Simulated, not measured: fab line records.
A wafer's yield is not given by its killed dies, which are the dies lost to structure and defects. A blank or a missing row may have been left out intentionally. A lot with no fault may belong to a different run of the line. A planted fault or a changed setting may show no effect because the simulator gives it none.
fab line records	flow n5Finfet
record: lots: 10	wafers: 28	lastDay: 18
route steps=1938 shown HKMG_FIN@420 BEOL_M4@1111 PASSIVATION@1936
lots untouched by any fault: they come from a run of this same line in which no faults occurred
startH: hours from the record's first day to the start of the lot's first wafer shown	waitH: hours from the lot's prior step to this one	" identical to the entry in the row above	L1.1+2: one row covering several wafers at once	- no value, or no start given	* or withheld: withheld	< > ~ a bound
route shown NAME@n: a module of which the file shows steps, and the number in the route of the first	usual: average and standard deviation across the fault-free wafers	same: alike in all rows	chamber/n: place in a boat	sites: each site's reading	_std_site: the values' standard deviation	_edge_site: the outer-site mean with the inner-site mean subtracted	radiusMm: for every site, how far away it sits from the centre of the wafer	mask NAME#n: copy n	behind: tool/chamber where the wafer was last shaped	hold: why the lot was held/for how many hours/how that ended	device: whichever transistor did not switch (one of n, p or np)	end of line: tests run on the same wafers once the route is complete	for a step that has no rows: nothing shown but its recipe	killed: not the wafer's yield, but the dies lost to structure and defects at the first sort	map: shows each die of a wafer: x if killed, . if not, _ if none is there
set.NAME: the run value of the setting; set.NAME@STEP: its run value at that earlier step	model.NAME: the simulator's own value behind a step, which no gauge read
the route's steps for a sample of lots (tables are steps, rows are wafers)
services: from which hour (startH, from the record's first day; less than 0 if before it) a tool's chamber was out of use, for how many hours, and why
== steps ==
step: N5_HKMG_FIN_THK_MEAS_70
recipe: thkMeasGauge: xrf	reads: HfO2_of_HKMG_FIN_HK_ALD_01
usual: HK_THK: 1.620/0.022
lot.wafer	tool	chamber	startH	waitH	HK_THK[nm]
L471.1	filmMetro-01	-	73.21	0.2	1.593
L471.3	"	-	"	"	1.606
L471.4	"	-	"	"	1.605
L474.3	filmMetro-02	-	91.65	0.2	1.599
L474.5	"	-	"	"	1.643
L474.6	"	-	"	"	1.647
L478.1	filmMetro-01	-	121.42	0.2	1.607
L478.2	"	-	"	"	1.597
L478.6	"	-	"	"	1.605
L479.1	filmMetro-01	-	121.77	0.2	1.598
L479.3	"	-	"	"	1.601
L479.4	"	-	"	"	1.597
L480.3	filmMetro-02	-	129.22	0.2	1.564
L480.5	"	-	"	"	1.613
L480.6	"	-	"	"	1.608
L485.2	filmMetro-01	-	159.08	0.2	1.604
L485.6	"	-	"	"	1.592
L486.3	filmMetro-01	-	166.86	0.2	1.603
L486.6	"	-	"	"	1.603
L490.2	filmMetro-01	-	190.50	0.2	1.650
L490.5	"	-	"	"	1.619
L490.6	"	-	"	"	1.659
L491.2	filmMetro-02	-	195.47	0.2	1.657
L491.4	"	-	"	"	1.609
L491.5	"	-	"	"	1.634
L493.3	filmMetro-02	-	206.53	0.2	1.665
L493.5	"	-	"	"	1.612
L493.6	"	-	"	"	1.603
step: N5_HKMG_FIN_ALD_91
recipe: material: TiN	targetThkA: 10	tempC: 400	aldPrecursorFamily: TiCl4	aldCoReactant: NH3	pulseTimeS: 1	purgeTimeS: 3	coReactantPurgeTimeS: 2	coReactantPulseTimeS: 2	aldCycles: 47	pressureTorr: 3
usual: coReactantPulseTimeS: 2/0	heaterPowerOuterW: 527/54	heaterPowerW: 867/86	precursorPulseHeightRel: 0.998/0.019	susceptorTempC: 399.99/0.23
lot.wafer	tool	chamber	startH	waitH	coReactantPulseTimeS	heaterPowerOuterW	heaterPowerW	precursorPulseHeightRel	sinceWetCleanH	susceptorTempC
L471.1	aldMetal-03	3	75.38	0.3	2	499	831	0.996	1277	399.99
L471.3	"	1	"	"	2	593	1015	1.018	1277	399.85
L471.4	"	2	"	"	2	565	919	0.985	1277	399.87
L474.3	aldMetal-03	2	93.70	0.1	2	573	915	0.990	1295	400.15
L474.5	"	1	"	"	2	577	1005	1.024	-	400.24
L474.6	"	2	"	"	2	559	928	1.016	-	399.88
L478.1	aldMetal-04	1	123.37	0.3	2	579	881	0.959	2863	399.94
L478.2	"	0	"	"	2	489	830	1.003	2863	400.10
L478.6	"	2	"	"	2	570	968	0.994	-	399.77
L479.1	aldMetal-03	3	123.59	0.3	2	498	809	1.005	1325	400.14
L479.3	"	2	"	"	2	566	889	1.012	1325	399.84
L479.4	"	1	"	"	2	598	997	0.986	1325	400.11
L480.3	aldMetal-04	3	131.71	0.1	2	522	874	1.018	2872	399.95
L480.5	"	1	"	"	2	574	900	0.991	-	399.97
L480.6	"	2	"	"	2	582	996	0.986	-	400.37
L485.2	aldMetal-04	2	161.18	0.3	1.586	582	977	1.001	2901	-
L485.6	"	2	"	"	1.586	579	974	1.016	-	-
L486.3	aldMetal-04	0	168.89	0.1	2	489	846	1.005	2909	400.33
L486.6	"	1	"	"	1.586	578	909	0.956	-	-
L490.2	aldMetal-02	0	192.44	0.3	2	477	765	1.010	6009	399.66
L490.5	"	3	"	"	2	589	938	0.991	-	400.36
L490.6	"	0	"	"	2	481	780	1.017	-	399.92
L491.2	aldMetal-03	1	197.42	0.3	2	603	999	0.977	1399	400.53
L491.4	"	0	"	"	2	444	819	1.020	1399	400.19
L491.5	"	1	"	"	2	594	996	0.951	-	400.14
L493.3	aldMetal-03	2	208.52	0.1	2	556	896	1.032	1410	399.82
L493.5	"	0	"	"	2	444	804	0.989	-	400.02
L493.6	"	3	"	"	2	491	821	0.977	-	399.90
step: N5_HKMG_FIN_STRIP_88
recipe: chemistry: N2/H2	powerW: 2500	tempC: 300	h2Frac: 0.65	timeS: 360	pressureMtorr: withheld	n2FlowSccm: 1750	h2FlowSccm: 3250
usual: drypumpMotorCurrentA: 5.4/0.35	heaterPowerW: 470/56
same: timeS: 360
lot.wafer	tool	chamber	startH	waitH	drypumpMotorCurrentA	heaterPowerW	rfHoursCounterH
L471.1	plasmaAsher-02	0	76.10	0.1	5.8	422	87
L471.3	"	1	"	"	4.9	414	-
L471.4	"	0	"	"	5.8	422	-
L474.3	plasmaAsher-02	1	94.41	0.1	4.9	401	-
L474.5	"	1	"	"	4.9	407	-
L474.6	"	0	"	"	5.8	418	-
L478.1	plasmaAsher-01	1	123.96	0.0	5.4	510	45
L478.2	"	0	"	"	5.7	561	45
L478.6	"	0	"	"	5.7	539	-
L479.1	plasmaAsher-02	0	124.26	0.0	5.8	422	97
L479.3	"	1	"	"	4.9	410	-
L479.4	"	0	"	"	5.8	411	-
L480.3	plasmaAsher-01	0	132.59	0.1	5.6	554	-
L480.5	"	1	"	"	5.4	497	-
L480.6	"	0	"	"	5.7	542	-
L485.2	plasmaAsher-01	0	161.77	0.0	5.6	535	52
L485.6	"	0	"	"	5.6	546	-
L486.3	plasmaAsher-02	1	169.60	0.1	4.9	413	-
L486.6	"	1	"	"	4.9	405	-
L490.2	plasmaAsher-01	0	193.09	0.0	5.7	553	59
L490.5	"	0	"	"	5.7	551	-
L490.6	"	1	"	"	5.4	502	-
L491.2	plasmaAsher-02	0	198.02	0.0	5.8	418	111
L491.4	"	0	"	"	5.8	415	-
L491.5	"	0	"	"	5.8	420	-
L493.3	plasmaAsher-02	1	209.23	0.1	4.9	417	-
L493.5	"	1	"	"	4.9	414	-
L493.6	"	0	"	"	5.8	421	-
step: N5_HKMG_FIN_ETCH_67
recipe: chemistry: N2/H2	target: SOC	targetDepthA: 3889	stopOn: TiN	ionEnergyEv: 100	biasW: 61	pressureMtorr: 30	sourceW: 850	n2FlowSccm: 200	h2FlowSccm: 200
usual: drypumpMotorCurrentA: 5.6/0.44	oesProductAu: 0.79/0.082	rfVppV: 240.9/1.4	showerheadPlenumPTorr: 2.55/0.087	throttleValvePct: 17.75/0.25
lot.wafer	tool	chamber	startH	waitH	drypumpMotorCurrentA	oesProductAu	rfHoursCounterH	rfVppV	showerheadPlenumPTorr	throttleValvePct
L471.1	rieDiel-06	0	77.16	-	5.2	0.73	165	242.7	2.64	17.48
L471.3	"	3	"	"	5.0	0.92	8	240.5	2.50	17.73
L471.4	"	1	"	"	6.3	0.70	247	237.8	2.41	18.02
L474.3	rieDiel-01	2	95.11	-	5.6	0.90	22	241.4	2.48	17.42
L474.5	"	1	"	"	5.4	0.71	-	240.5	2.51	18.11
L474.6	"	0	"	"	5.2	0.86	-	243.0	2.69	17.72
L478.1	rieDiel-01	2	124.79	-	5.6	0.88	33	241.2	2.47	17.44
L478.2	"	0	"	"	5.2	0.85	51	244.9	2.69	17.73
L478.6	"	3	"	"	6.2	0.70	-	239.3	2.53	18.24
L479.1	rieDiel-04	2	125.09	-	6.0	0.73	168	241.4	2.54	17.56
L479.3	"	1	"	"	5.8	0.67	224	242.7	2.63	18.20
L479.4	"	2	"	"	6.0	0.73	-	239.5	2.54	17.56
L480.3	rieDiel-06	2	133.35	-	5.8	0.86	47	242.1	2.59	17.61
L480.5	"	1	"	"	6.4	0.93	-	243.3	2.72	17.61
L480.6	"	2	"	"	5.8	0.87	-	241.6	2.59	17.61
L485.2	rieDiel-04	3	162.59	-	5.2	0.82	86	240.1	2.46	17.81
L485.6	"	2	"	"	6.0	0.72	-	242.3	2.53	17.58
L486.3	rieDiel-06	0	170.30	-	5.2	0.70	201	241.7	2.62	17.56
L486.6	"	3	"	"	5.1	0.85	-	241.0	2.48	17.82
L490.2	rieDiel-06	1	193.92	-	6.4	0.89	30	242.1	2.71	17.64
L490.5	"	1	"	"	6.4	0.88	-	243.1	2.71	17.67
L490.6	"	2	"	"	5.8	0.83	-	241.0	2.58	17.63
L491.2	rieDiel-06	1	198.88	-	6.3	0.88	32	243.2	2.71	17.64
L491.4	"	0	"	"	5.2	0.70	212	243.8	2.62	17.59
L491.5	"	3	"	"	5.0	0.84	-	241.3	2.48	17.80
L493.3	rieDiel-06	2	209.95	-	5.8	0.83	75	241.5	2.57	17.65
L493.5	"	3	"	"	5.0	0.84	-	239.5	2.48	17.82
L493.6	"	2	"	"	5.8	0.84	-	240.5	2.57	17.65
step: N5_BEOL_M4_RC_MEAS_101
usual: DIBL_N: 36.4/2.7	DIBL_P: 36/3.2	IOFF_N: 0.16/0.046	IOFF_P: 0.21/0.055	ION_N: 677/15	ION_P: 464/11	SS_N: 71.5/0.79	SS_P: 73.3/0.93	VT_N: 250/4.1	VT_P: -251/4.4
lot.wafer	tool	chamber	startH	waitH	DIBL_N[mV/V]	DIBL_P[mV/V]	IOFF_N[nA/um]	IOFF_P[nA/um]	ION_N[uA/um]	ION_P[uA/um]	SS_N[mV/dec]	SS_P[mV/dec]	VT_N[mV]	VT_P[mV]
L471.1	prober-01	0	164.22	0.2	34.9	35	0.14	0.22	670	466	72.1	73.6	251	-247
L471.3	"	0	"	"	36.4	37	0.18	0.26	683	472	72.4	73.2	247	-245
L471.4	"	0	"	"	39.0	41	0.23	0.35	690	470	72.5	75.1	247	-240
L474.3	prober-01	0	189.09	0.3	38.3	40	0.22	0.36	695	487	72.9	73.0	242	-239
L474.5	"	0	"	"	37.2	38	0.19	0.28	691	478	72.2	73.6	245	-242
L474.6	"	0	"	"	35.4	36	0.16	0.26	682	481	72.0	73.0	248	-243
L479.1	prober-02	0	230.80	0.0	38.0	36	0.17	0.23	672	461	72.2	73.8	249	-250
L479.3	"	0	"	"	36.2	36	0.13	0.22	671	461	71.8	72.7	255	-250
L479.4	"	0	"	"	37.5	36	0.17	0.21	683	460	72.0	73.7	249	-252
L478.1	prober-01	0	232.56	0.0	32.3	32	0.10	0.15	669	465	70.9	71.4	255	-253
L478.2	"	0	"	"	36.5	38	0.17	0.23	687	472	71.7	72.6	248	-250
L478.6	"	0	"	"	33.2	33	0.11	0.16	665	458	70.6	71.4	251	-252
L480.3	prober-01	0	235.90	0.3	37.4	37	0.14	0.21	667	468	71.6	73.1	254	-250
L480.5	"	0	"	"	38.3	37	0.16	0.23	686	472	71.9	73.2	251	-249
L480.6	"	0	"	"	39.2	40	0.18	0.28	690	473	71.7	74.1	247	-247
L485.2	prober-02	0	257.55	0.2	33.3	34	0.12	0.17	659	454	71.3	73.1	253	-255
L485.6	"	0	"	"	36.7	35	0.18	0.19	656	444	72.6	73.5	251	-254
L486.3	prober-01	0	275.47	0.3	35.1	34	0.13	0.17	663	452	70.4	72.6	252	-252
L486.6	"	0	"	"	39.3	39	0.25	0.25	683	457	72.6	73.8	245	-248
L490.2	prober-02	0	293.20	0.2	36.9	38	0.17	0.24	689	475	71.3	74.3	247	-247
L490.5	"	0	"	"	37.6	37	0.17	0.24	675	466	72.1	74.6	249	-248
L490.6	"	0	"	"	37.0	36	0.17	0.22	676	454	71.6	74.0	248	-247
L491.2	prober-01	0	298.85	0.2	36.5	35	0.14	0.19	663	462	70.9	72.6	250	-251
L491.4	"	0	"	"	32.8	31	0.10	0.14	659	453	70.5	72.4	256	-256
L491.5	"	0	"	"	35.4	34	0.13	0.17	670	461	71.1	72.0	252	-255
L493.3	prober-02	0	319.36	0.3	40.0	38	0.21	0.22	677	457	72.4	73.5	249	-253
L493.5	"	0	"	"	36.7	34	0.14	0.16	659	448	71.2	72.5	253	-257
L493.6	"	0	"	"	41.0	40	0.23	0.25	689	467	72.3	74.2	247	-252
step: N5_PASSIVATION_PROBE_49
usual: defectLimitedYield: 91.1/1.4	killed_at_M0_to_M3: 34/9.7	killed_at_M4_up: 13/5.1	killedAtContacts: 14/6.3	killedAtFrontEnd: 40/11	killedAtOther: 3.5/2.7	killedDies: 105/16	killedOpen: 70/12	killedShort: 34/7.8	sort_bin_4_leakage: 0.02/0.13	sort_bin_5_function: 5.2/0.88	sort_bin_6_memory: 3.3/0.7	sort_bin_8_speed: 0.1/0.62	sortNPass: 1074/17	sortYieldPct: 91.0/1.5
same: grossDies: 1180	killedAtBackSide: 0
lot.wafer	tool	chamber	startH	waitH	defectLimitedYield[%]	killed_at_M0_to_M3	killed_at_M4_up	killedAtContacts	killedAtFrontEnd	killedAtOther	killedDies	killedOpen	killedShort	sort_bin_4_leakage[%]	sort_bin_5_function[%]	sort_bin_6_memory[%]	sort_bin_8_speed[%]	sortNPass	sortYieldPct[%]
L485.2	prober-02	-	368.75	0.1	92.0	29	9	13	43	0	94	66	25	0	5.2	2.5	0	1086	92.0
killed by level:class
L485.2 FIN_SAQP:geometricParticle:open=15 FIN_SAQP:geometricParticle:short=11 MOL_CONTACT_COAG:geometricParticle:open=11 BEOL_M2:geometricParticle:open=8 BEOL_M3:geometricParticle:open=7 STI_FIN_REVEAL:geometricParticle:open=5 BEOL_M0_SAQP:geometricParticle:short=4 ILD0:geometricParticle:open=3
== services ==
tool	chamber	startH	hours	kind
aldMetal-04	-	58.63	0.9	repair
rieDiel-06	1	88.25	-	clean
rieDiel-06	1	88.25	-	consumableReplace:focusRing
rieDiel-06	1	88.25	-	consumableReplace:showerhead
rieDiel-06	1	88.25	19.6	scheduledDown
rieDiel-06	1	88.25	19.6	ventCycle
rieDiel-04	3	122.87	3.9	repair
rieDiel-04	-	126.60	2.8	pm
rieDiel-01	-	144.78	4.3	pm
aldMetal-04	0	172.22	17.7	repair
rieDiel-06	3	173.08	5.7	repair
rieDiel-04	3	185.80	9.3	repair
aldMetal-04	1	188.14	11.8	repair
rieDiel-04	1	195.45	-	clean
rieDiel-04	1	195.45	-	consumableReplace:focusRing
rieDiel-04	1	195.45	17.4	scheduledDown
rieDiel-04	1	195.45	17.4	ventCycle
rieDiel-01	3	205.59	-	clean
rieDiel-01	3	205.59	-	consumableReplace:focusRing
rieDiel-01	3	205.59	19.6	scheduledDown
rieDiel-01	3	205.59	19.6	ventCycle
aldMetal-02	2	208.62	5.0	repair
== key ==
firstSign: step: N5_HKMG_FIN_ALD_91	reading: coReactantPulseTimeS	direction: down	sigmas: 99+	usual: *	struck: *
effect none on later readings
metAt N5_HKMG_FIN_ALD_91
struckLots L485,L486
struckWafers L485.2,L485.6,L486.6
notActingAt N5_HKMG_FIN_THK_MEAS_70,N5_HKMG_FIN_STRIP_88,N5_HKMG_FIN_ETCH_67
onsetBetween 131.71 161.18
fault: kind: processParameterDrift	tool: aldMetal-04	chamber: -	onsetH: 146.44	steps: N5_HKMG_FIN_ALD_91	channel: coReactantPulseTimeS	offset: *	shape: step	endH: 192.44	scope: struckWafersOnly	actsIn: *	stated: *
